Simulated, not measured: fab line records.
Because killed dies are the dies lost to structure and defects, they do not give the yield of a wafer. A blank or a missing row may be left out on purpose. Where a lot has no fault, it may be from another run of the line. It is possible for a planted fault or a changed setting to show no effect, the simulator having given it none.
fab line records    flow n5_finfet
record: lots: 4  wafers: 12  last_day: 18
route steps=1938 shown PMOS_HMC_CHANNEL_EPI@86 FIN_SAQP@90 BEOL_M4@1111 PASSIVATION@1936
lots untouched by any fault: they come from a run of this same line in which no faults occurred
start_h: start of the lot's first displayed wafer, in hours after the record's first day    wait_h: hours elapsed since this lot's preceding step    " same as the row above    L1.1+2: several wafers, shown together as one row    - no value present, or no start provided    * or withheld: withheld    < > ~ a bound
route shown NAME@n: a module of which the file shows steps, and the number in the route of the first    usual: mean/standard deviation taken from wafers without a fault    same: alike in all rows    chamber/n: place in a boat    sites: per-site readings    _std_site: standard deviation of those values    _edge_site: the outer-site mean with the inner-site mean subtracted    radius_mm: for every site, how far away it sits from the centre of the wafer    mask NAME#n: copy n    behind: the tool/chamber that last shaped the wafer    hold: why the lot was held/for how many hours/how that ended    device: the transistor (n, p or np) that didn't switch    end of line: the route-end tests of the same wafers    a step without rows: its recipe alone    killed: the dies lost at the first sort to structure and to defects; this is not the yield of the wafer    map: per-die view of a wafer (x killed, . not killed, _ where there is no die)
set.NAME: the run value of the setting; set.NAME@STEP: its run value at that earlier step    model.NAME: the simulator's own value behind a step, which no gauge read
lots at selected steps of the route; one table per step, one row per wafer
services: the hour from which a tool's chamber was out of use, counted from the record's first day as start_h (under 0 if before that day), plus the number of hours and why
== steps ==
step: N5_PMOS_HMC_CHANNEL_EPI_SRD_25
recipe: dry: ipa_marangoni  do_ppb: 5  time_s: 30  temp_c: 23  rinse_liquid: diw
step: N5_PMOS_HMC_CHANNEL_EPI_EPI_26
recipe: material: Si  target_thk_a: 38  temp_c: 650  precursor: SiH4/H2  pressure_torr: 20  time_s: 22.7
step: N5_FIN_SAQP_PRECLEAN_42
recipe: chemistry: O3/DIW  time_s: 60  temp_c: 22  o3_ppm: 10
step: N5_FIN_SAQP_PRECLEAN_00
recipe: chemistry: SC1  time_s: 60  temp_c: 55  mix: 1:2:50
step: N5_FIN_SAQP_PRECLEAN_44
recipe: chemistry: SC2  time_s: 45  temp_c: 35  mix: 1:1:50
step: N5_FIN_SAQP_SRD_01
recipe: dry: ipa_marangoni  time_s: 30  temp_c: 23  rinse_liquid: diw
step: N5_FIN_SAQP_ALD_61
recipe: material: SiO2  target_thk_a: 40  temp_c: 300  ald_precursor_family: BDEAS  ald_co_reactant: O2-plasma  pulse_time_s: 1  purge_time_s: 2  co_reactant_purge_time_s: 2  ald_cycles: 43  pressure_torr: 2
step: N5_FIN_SAQP_DENSIFY_62
recipe: temp_c: 700  time_s: 60  ambient: N2  idle_temp_c: 600  ramp_up_c_per_s: 150  ramp_down_c_per_s: 60  cool_to_c: 600
step: N5_FIN_SAQP_HM_DEP_03
recipe: material: SiNx  target_thk_a: 380  temp_c: 400  precursor: SiH4/NH3/N2  pressure_torr: 1.5  rf_w: 300  time_s: 33.6
step: N5_FIN_SAQP_PECVD_47
recipe: material: a-Si  target_thk_a: 450  temp_c: 400  precursor: SiH4/He  pressure_torr: 3  rf_w: 100  time_s: 36.3
usual: heater_power_w: 841/110  showerhead_plenum_p_Torr: 5.66/0.041  showerhead_vpp_V: 617/27  throttle_valve_pct: 18.0/0.81
lot.wafer  tool      chamber  start_h  wait_h  heater_power_w  showerhead_plenum_p_Torr  showerhead_vpp_V  since_wet_clean_h  throttle_valve_pct
L587.2     pecvd-03  1        21.03    0.0     814             5.62                      650               1269               18.9
L587.5     "         1        "        "       830             5.63                      653               -                  18.5
L587.6     "         2        "        "       807             5.64                      623               -                  17.7
L599.1     pecvd-03  0        92.72    0.0     670             5.72                      602               615                17.3
L599.2     "         1        "        "       840             5.62                      643               1340               18.7
L599.5     "         2        "        "       834             5.64                      637               -                  17.7
L601.1     pecvd-03  1        104.83   0.0     886             5.62                      641               1352               18.4
L601.3     "         0        "        "       649             5.70                      603               627                17.3
L601.5     "         1        "        "       868             5.62                      654               -                  18.8
L609.1     pecvd-01  1        154.35   0.0     1063            5.62                      644               1764               18.2
L609.2     "         0        "        "       905             5.65                      622               1039               17.8
L609.4     "         2        "        "       849             5.73                      588               -                  17.3
step: N5_FIN_SAQP_PECVD_48
recipe: material: SiNx  target_thk_a: 250  temp_c: 400  precursor: SiH4/NH3/N2  pressure_torr: 1.5  rf_w: 300  time_s: 22.1
step: N5_FIN_SAQP_PECVD_06
recipe: material: a-Si  target_thk_a: 600  temp_c: 400  precursor: SiH4/He  pressure_torr: 3  rf_w: 100  time_s: 48.1
step: N5_FIN_SAQP_HM_DEP_72
recipe: material: SiO2  target_thk_a: 120  temp_c: 400  precursor: SiH4/N2O  pressure_torr: 0.75  rf_w: 275  time_s: 7.2
step: N5_FIN_SAQP_COAT_49
recipe: resist: SOC  temp_c: 250  time_s: 60  spin_rpm: 1500  resist_thk_nm: 100
step: N5_FIN_SAQP_COAT_50
recipe: resist: SiARC  temp_c: 220  time_s: 60  spin_rpm: 1500  resist_thk_nm: 35
step: N5_FIN_SAQP_COAT_10
recipe: resist: CAR-ArF  spin_rpm: 1500  resist_thk_nm: 90
step: N5_FIN_SAQP_EBR_12
recipe: solvent: PGMEA  ebr_width_mm: 1.5
step: N5_FIN_SAQP_SOFTBAKE_11
recipe: temp_c: 110  time_s: 60  resist: CAR-ArF
step: N5_FIN_SAQP_EXPOSE_13
recipe: mask_id: FIN_CORE  na: 1.35  source_shape: dipole  sigma_inner: 0.538  sigma_outer: 0.738  polarization: te  target_cd_nm: 35.6  dose_mj: 63.25
step: N5_FIN_SAQP_PEB_14
recipe: peb_temp_c: withheld  peb_time_s: 60  resist: CAR-ArF
step: N5_FIN_SAQP_DEVELOP_15
recipe: develop_time_s: 30  developer: TMAH  resist: CAR-ArF  dev_temp_c: 23  rinse_liquid: diw  dry: air_spin
step: N5_FIN_SAQP_DESCUM_21
recipe: chemistry: O2  time_s: 7.9  source_power_w: 50  bias_power_w: 20  pressure_mtorr: 20  rf_frequency_hz: 2.712e+07  temp_c: 40  resist: CAR-ArF  o2_flow_sccm: 225
step: N5_FIN_SAQP_ETCH_51
recipe: chemistry: CF4  target: SiARC  target_depth_a: 455  mask_material: CAR-ArF  time_s: 75.8  ion_energy_ev: 80  pressure_mtorr: 40  source_w: 545  bias_w: 36  Ar_flow_sccm: 100  cf4_flow_sccm: 100  ends: cleared
step: N5_FIN_SAQP_ETCH_52
recipe: chemistry: N2/H2  target: SOC  target_depth_a: 1000  overetch_a: 200  mask_material: SiARC  temp_c: 40  time_s: 150  ion_energy_ev: 200  pressure_mtorr: 30  source_w: 840  bias_w: 150  n2_flow_sccm: 200  h2_flow_sccm: 200  ends: end_point
step: N5_FIN_SAQP_STRIP_53
recipe: chemistry: N2/H2  temp_c: 40  n2_flow_sccm: 200  h2_flow_sccm: 200  rf_frequency_hz: 6e+07
step: N5_FIN_SAQP_HM_OPEN_73
recipe: chemistry: CHF3/O2  target: SiO2  stop_on: a-Si  target_depth_a: 120  over_etch_frac: 1.8  mask_material: SOC  time_s: 16.8  pressure_mtorr: 30  source_w: 650  bias_w: 170  Ar_flow_sccm: 200  CHF3_flow_sccm: 50  O2_flow_sccm: 5  ion_energy_ev: 200  ends: end_point
step: N5_FIN_SAQP_STRIP_74
recipe: chemistry: CHF3/O2  resist: SiARC  rf_frequency_hz: 6e+07
step: N5_FIN_SAQP_MANDREL_ETCH_22
recipe: target_depth_a: 600  chemistry: HBr/Cl2  target: a-Si  stop_on: SiNx  bt_time_s: 10  over_etch_frac: 0.5  time_s: 30  pressure_mtorr: 10  icp_w: 800  bias_w: 75  HBr_flow_sccm: 150  Cl2_flow_sccm: 80  ends: end_point
step: N5_FIN_SAQP_STRIP_55
recipe: chemistry: N2/H2  power_w: 500  temp_c: 40  pressure_mtorr: 50  rf_frequency_hz: 6e+07  overash_fraction: 0.3  bias_power_w: 28  h2_frac: 0.5  n2_flow_sccm: 300  h2_flow_sccm: 300
step: N5_FIN_SAQP_STRIP_23
recipe: chemistry: SPM  time_s: 750  temp_c: 130  h2so4_h2o2_vol_ratio: 4
step: N5_FIN_SAQP_SRD_66
recipe: dry: ipa_marangoni  time_s: 30  temp_c: 23  rinse_liquid: diw
step: N5_FIN_SAQP_RECESS_75
recipe: chemistry: HF/NH3  target: SiO2  target_depth_a: 144  afs_cycles: 3  temp_c: 30  sublimation_temp_c: 180  sublimation_time_s: 60
step: N5_FIN_SAQP_SPACER1_ALD_24
recipe: material: SiO2  target_thk_a: 203  temp_c: 300  ald_precursor_family: BDEAS  ald_co_reactant: O2-plasma  pulse_time_s: 1  purge_time_s: 2  co_reactant_purge_time_s: 2  ald_cycles: 218  pressure_torr: 2
step: N5_FIN_SAQP_SPACER1_ETCHBACK_25
recipe: chemistry: CHF3/O2  mode: anisotropic_etchback  target: SiO2  target_depth_a: 244  time_s: 12.2  pressure_mtorr: 30  source_w: 650  bias_w: 170  Ar_flow_sccm: 200  CHF3_flow_sccm: 50  O2_flow_sccm: 5  ion_energy_ev: 200
step: N5_FIN_SAQP_MANDREL1_REMOVE_56
recipe: chemistry: HBr/Cl2/O2  bt_time_s: 10  target: a-Si  stop_on: SiNx  endpoint: OES-SiCl  over_etch_frac: 1  icp_w: 600  bias_w: 22  HBr_flow_sccm: 150  Cl2_flow_sccm: 80  O2_flow_sccm: 5  pressure_mtorr: 10
step: N5_FIN_SAQP_MANDREL_ETCH_58
recipe: chemistry: HBr/Cl2  target: a-Si  target_depth_a: 450  bt_time_s: 10  stop_on: SiNx  mask_material: SiO2  over_etch_frac: 0.8  time_s: 27  pressure_mtorr: 10  icp_w: 800  bias_w: 75  HBr_flow_sccm: 150  Cl2_flow_sccm: 80  ends: end_point
usual: drypump_motor_current_A: 5.6/0.53  oes_product_au: 0.697/0.014  throttle_valve_pct: 35.5/0.44
same: bt_time_s: 10
lot.wafer  tool       chamber  start_h  wait_h  drypump_motor_current_A  oes_product_au  rf_hours_counter_h  throttle_valve_pct
L587.2     rie_si-01  1        24.10    0.0     5.6                      0.671           74                  36.0
L587.5     "          2        "        "       5.5                      0.684           -                   36.1
L587.6     "          1        "        "       5.6                      0.680           -                   35.9
L599.1     rie_si-03  0        96.21    0.0     6.4                      0.599           113                 35.3
L599.2     "          1        "        "       5.1                      0.697           144                 34.9
L599.5     "          3        "        "       5.5                      0.712           -                   35.9
L601.1     rie_si-01  2        108.70   0.0     5.5                      0.690           164                 36.0
L601.3     "          1        "        "       5.6                      0.590           76                  36.1
L601.5     "          2        "        "       5.5                      0.700           -                   36.0
L609.1     rie_si-01  2        157.97   0.0     5.5                      0.690           165                 36.1
L609.2     "          3        "        "       4.7                      0.684           49                  35.7
L609.4     "          1        "        "       5.6                      0.685           77                  35.9
step: N5_BEOL_M4_RC_MEAS_101
usual: DIBL_N: 36.4/2.7  DIBL_P: 36/3.2  IOFF_N: 0.16/0.046  IOFF_P: 0.21/0.055  ION_N: 677/15  ION_P: 464/11  SS_N: 71.5/0.79  SS_P: 73.3/0.93  VT_N: 250/4.1  VT_P: -251/4.4
lot.wafer  tool       chamber  start_h  wait_h  DIBL_N[mV/V]  DIBL_P[mV/V]  IOFF_N[nA/um]  IOFF_P[nA/um]  ION_N[uA/um]  ION_P[uA/um]  SS_N[mV/dec]  SS_P[mV/dec]  VT_N[mV]  VT_P[mV]
L587.2     prober-01  0        164.38   0.4     35.9          38            0.16           0.28           673           470           71.6          73.6          248       -246
L587.5     "          0        "        "       39.3          40            0.23           0.33           679           470           72.7          74.6          245       -243
L587.6     "          0        "        "       35.1          36            0.14           0.26           666           472           71.6          74.2          252       -245
L599.1     prober-02  0        249.36   0.0     31.1          30            0.11           0.14           661           450           69.8          72.1          251       -256
L599.2     "          0        "        "       29.8          29            0.10           0.13           657           454           70.0          71.8          253       -255
L599.5     "          0        "        "       32.4          32            0.12           0.16           666           455           71.2          72.9          253       -255
L601.1     prober-02  0        257.40   0.0     34.2          33            0.13           0.16           670           453           71.5          72.8          251       -258
L601.3     "          0        "        "       38.2          38            0.22           0.24           673           454           72.6          74.0          245       -249
L601.5     "          0        "        "       35.3          36            0.15           0.20           663           460           71.2          73.5          253       -252
L609.1     prober-02  0        319.05   0.0     37.4          36            0.16           0.21           681           465           70.7          73.3          248       -250
L609.2     "          0        "        "       36.8          36            0.15           0.19           670           456           70.8          73.2          250       -254
L609.4     "          0        "        "       37.1          36            0.17           0.20           697           477           70.7          72.9          248       -253
step: N5_PASSIVATION_PROBE_49
usual: defect_limited_yield: 91.1/1.4  killed_at_M0_to_M3: 34/9.7  killed_at_M4_up: 13/5.1  killed_at_contacts: 14/6.3  killed_at_front_end: 40/11  killed_at_other: 3.5/2.7  killed_dies: 105/16  killed_on_rim: 13/4.1  killed_open: 70/12  killed_short: 34/7.8  sort_bin_5_function: 5.2/0.88  sort_bin_6_memory: 3.3/0.7  sort_n_pass: 1074/17  sort_yield_pct: 91.0/1.5
same: gross_dies: 1180  killed_at_back_side: 0  sort_bin_4_leakage[%]: 0  sort_bin_8_speed[%]: 0
lot.wafer  tool       chamber  start_h  wait_h  defect_limited_yield[%]  killed_at_M0_to_M3  killed_at_M4_up  killed_at_contacts  killed_at_front_end  killed_at_other  killed_dies  killed_on_rim  killed_open  killed_short  sort_bin_5_function[%]  sort_bin_6_memory[%]  sort_n_pass  sort_yield_pct[%]
L587.2     prober-01  -        271.71   0.1     88.9                     44                  25               19                  40                   3                131          16             91           40            6.9                     3.8                   1049         88.9
L587.5     prober-01  -        271.86   0.2     91.9                     30                  9                18                  37                   2                96           7              63           33            5.1                     2.7                   1084         91.9
L587.6     prober-01  -        271.91   0.3     92.9                     31                  17               16                  20                   0                84           9              63           18            4.6                     2.5                   1096         92.9
L599.1     prober-01  -        357.41   0.0     88.7                     22                  15               10                  79                   7                133          32             84           33            5.5                     4.2                   1047         88.7
L599.2     prober-01  -        357.46   0.1     88.4                     49                  12               10                  60                   6                137          15             87           47            7.2                     3.9                   1043         88.4
L599.5     prober-01  -        357.61   0.2     90.4                     32                  16               22                  40                   3                113          22             74           38            5.5                     3.6                   1067         90.4
L601.1     prober-02  -        368.70   0.0     91.7                     25                  12               20                  37                   4                98           12             60           38            5.6                     2.5                   1082         91.7
L601.3     prober-02  -        368.80   0.1     89.2                     40                  16               12                  57                   3                128          30             81           30            6.2                     3.3                   1052         89.2
L601.5     prober-02  -        368.90   0.2     92.1                     22                  6                16                  46                   3                93           11             59           33            4.3                     3.2                   1087         92.1
L609.2     prober-01  -        423.77   0.1     91.9                     32                  14               3                   44                   3                96           10             72           24            4.6                     3.3                   1084         91.9
L609.4     prober-01  -        423.87   0.2     89.6                     41                  14               9                   55                   4                123          9              72           51            5.6                     4.3                   1057         89.6
killed by level:class
L587.2 MOL_CONTACT_COAG:geometric_particle:open=18 BEOL_M0_SAQP:geometric_particle:open=12 BEOL_M0_SAQP:geometric_particle:short=9 DUMMY_GATE:geometric_particle:open=8 BEOL_M1:geometric_particle:open=8 BEOL_M4:geometric_particle:open=8 FIN_SAQP:geometric_particle:open=7 FIN_SAQP:geometric_particle:short=7
L587.5 MOL_CONTACT_COAG:geometric_particle:open=15 STI_FIN_REVEAL:geometric_particle:open=11 BEOL_M0_SAQP:geometric_particle:short=9 FIN_SAQP:geometric_particle:short=8 BEOL_M3:geometric_particle:open=7 BEOL_M1:geometric_particle:open=5 DUMMY_GATE:geometric_particle:open=4 BEOL_M0:geometric_particle:open=4
L587.6 MOL_CONTACT_COAG:geometric_particle:open=13 BEOL_M1:geometric_particle:open=9 BEOL_M0_SAQP:geometric_particle:open=8 DUMMY_GATE:geometric_particle:open=7 BEOL_M3:geometric_particle:open=5 BEOL_M0_SAQP:geometric_particle:short=4 BEOL_M5:geometric_particle:open=4 STI_FIN_REVEAL:geometric_particle:open=3
L599.1 FIN_SAQP:geometric_particle:open=19 STI_FIN_REVEAL:geometric_particle:open=19 FIN_SAQP:area_pecvd=16 FIN_SAQP:geometric_particle:short=9 MOL_CONTACT_COAG:geometric_particle:open=9 BEOL_M1:geometric_particle:open=8 BEOL_M0_SAQP:geometric_particle:open=6 BEOL_M4:geometric_particle:open=6
L599.2 FIN_SAQP:geometric_particle:open=13 STI_FIN_REVEAL:geometric_particle:open=13 BEOL_M1:geometric_particle:open=13 BEOL_M2:geometric_particle:open=10 MOL_CONTACT_COAG:geometric_particle:open=8 FIN_SAQP:geometric_particle:short=7 GATE_CUT:geometric_particle:short=7 BEOL_M1:geometric_particle:short=7
L599.5 MOL_CONTACT_COAG:geometric_particle:open=19 FIN_SAQP:geometric_particle:short=13 BEOL_M0_SAQP:geometric_particle:open=12 BEOL_M0_SAQP:geometric_particle:short=11 FIN_SAQP:geometric_particle:open=7 STI_FIN_REVEAL:geometric_particle:open=7 BEOL_M4:geometric_particle:open=7 BEOL_M0:geometric_particle:open=4
L601.1 MOL_CONTACT_COAG:geometric_particle:open=14 FIN_SAQP:geometric_particle:short=13 BEOL_M3:geometric_particle:open=10 MOL_CONTACT_COAG:geometric_particle:short=6 BEOL_M2:geometric_particle:open=5 FIN_SAQP:geometric_particle:open=4 DUMMY_GATE:geometric_particle:open=3 ILD0:geometric_particle:short=3
L601.3 BEOL_M2:geometric_particle:open=15 FIN_SAQP:area_pecvd=15 FIN_SAQP:geometric_particle:open=12 STI_FIN_REVEAL:geometric_particle:open=12 BEOL_M3:geometric_particle:open=9 MOL_CONTACT_COAG:geometric_particle:open=9 FIN_SAQP:geometric_particle:short=8 GATE_CUT:geometric_particle:short=4
L601.5 MOL_CONTACT_COAG:geometric_particle:open=14 FIN_SAQP:geometric_particle:short=13 STI_FIN_REVEAL:geometric_particle:open=8 FIN_SAQP:geometric_particle:open=7 BEOL_M2:geometric_particle:open=6 STI_FIN_REVEAL:geometric_particle:short=4 DUMMY_GATE:geometric_particle:open=4 BEOL_M1:geometric_particle:open=4
L609.2 STI_FIN_REVEAL:geometric_particle:open=21 BEOL_M0_SAQP:geometric_particle:open=9 BEOL_M4:geometric_particle:open=9 STI_FIN_REVEAL:geometric_particle:short=8 BEOL_M0_SAQP:geometric_particle:short=5 BEOL_M3:geometric_particle:open=5 BEOL_M0:geometric_particle:open=4 BEOL_M2:geometric_particle:open=4
L609.4 STI_FIN_REVEAL:geometric_particle:open=28 BEOL_M0_SAQP:geometric_particle:short=18 BEOL_M0_SAQP:geometric_particle:open=12 STI_FIN_REVEAL:geometric_particle:short=8 MOL_CONTACT_COAG:geometric_particle:open=6 BEOL_M4:geometric_particle:short=6 BEOL_M2:geometric_particle:open=4 FIN_SAQP:geometric_particle:open=3
map L599.2 (x killed, . not)
_________________......x.x.x.________________
______________x.........x..x...._____________
___________.........x..............__________
__________..x.......x...x..........._________
________.......x.....x...x.x.........._______
_______...x............xx..............______
______.........xxx..x..........xx......x_____
_____............x.......x.xx.xx....x....____
____...x.....x........x...................___
___...............x......xx...............x__
___.xx............x...........xx.........xx__
__............................x......x......_
__......x.......xx...............xx........._
_..........x.......x....x............x......x
_x.........x.x....x.x................x.......
_..........x.......x....xx...............x...
_............xx....x.....x..x.x...x..........
_..x....................x.........x..........
_......x.......x.............x....x......x...
_......x.....................x..x..........x.
_.x.......................................x..
__.....x.....x.......xx...........x.....x..._
__..x..x.....................x........x....._
___.........x......x.....xx......x...x.....__
___..x..x..........x.......x.......x.......__
____....xx.....x........x..x..x........xxx___
_____.................xxx................____
______.x.x.........x.........x.........._____
_______....x..................x........______
________...................x.........._______
__________........x...........x....._________
___________................x....x.x__________
______________....x.....xx......_____________
_________________............________________
map L601.3 (x killed, . not)
_________________..x..x......________________
______________......x..x...xx..._____________
___________...........x...........x__________
__________....x..x...x...xx........._________
________x.x.x........................x_______
_______...x....x.x...................xx______
______...........x............xx......x._____
_____.....x.....x....x...................____
____.....x..x............x...x...........x___
___xx......................................__
___.........................x..x....x......__
__............................xx......x....._
__.x........x.x........x...................._
_xx...xx................x...................x
_.......x........x.........x...x.........xx..
_.......x...x................x...........x..x
_.............................xx.xx..........
_x....x...xx.x..xx...x....x..............x...
_.......x....x........................x......
_x.........x..x.......x..x...................
_x.x...x...........x.................x.......
__.....x......x..x.................xx.x....._
__.x...............x....................x..._
___..x.............x..x...........x........__
___x............x..x............x..........__
____........x...............x............x___
_____.......................x............____
______.x...............x...........x...._____
_______x..................x............______
________..x.......x.............xx...._______
__________.......x.................._________
___________..................xx....__________
______________............x...x._____________
_________________xx...x......________________
== services ==
tool       chamber  start_h  hours  kind
pecvd-03   0        4.78     3.8    repair
pecvd-03   0        18.30    5.5    scheduled_down
pecvd-01   0        50.81    5.5    scheduled_down
rie_si-01  0        63.89    7.6    repair
pecvd-03   0        74.44    15.9   repair
pecvd-03   -        98.95    0.7    repair
rie_si-03  0        117.93   4.8    repair
pecvd-03   0        130.76   2.1    scheduled_down
== key ==
first_sign: step: N5_FIN_SAQP_MANDREL_ETCH_58  reading: oes_product_au  direction: down  sigmas: 7.2  usual: 0.697  struck: 0.594
effect: step: N5_PASSIVATION_PROBE_49  reading: killed_on_rim  direction: up  sigmas: 4.4  usual: 13  struck: 31
met_at N5_FIN_SAQP_PECVD_47
struck_wafers L599.1,L601.3
fault: kind: site_profile_drift  tool: pecvd-03  chamber: 0  onset_h: 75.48  steps: N5_FIN_SAQP_PECVD_47  basis: fraction  max_abs_drift: 0.53122  slope_share_per_hr: 118.05  site_pattern: 0,0,0,0,0,-1,-1,-1,-1
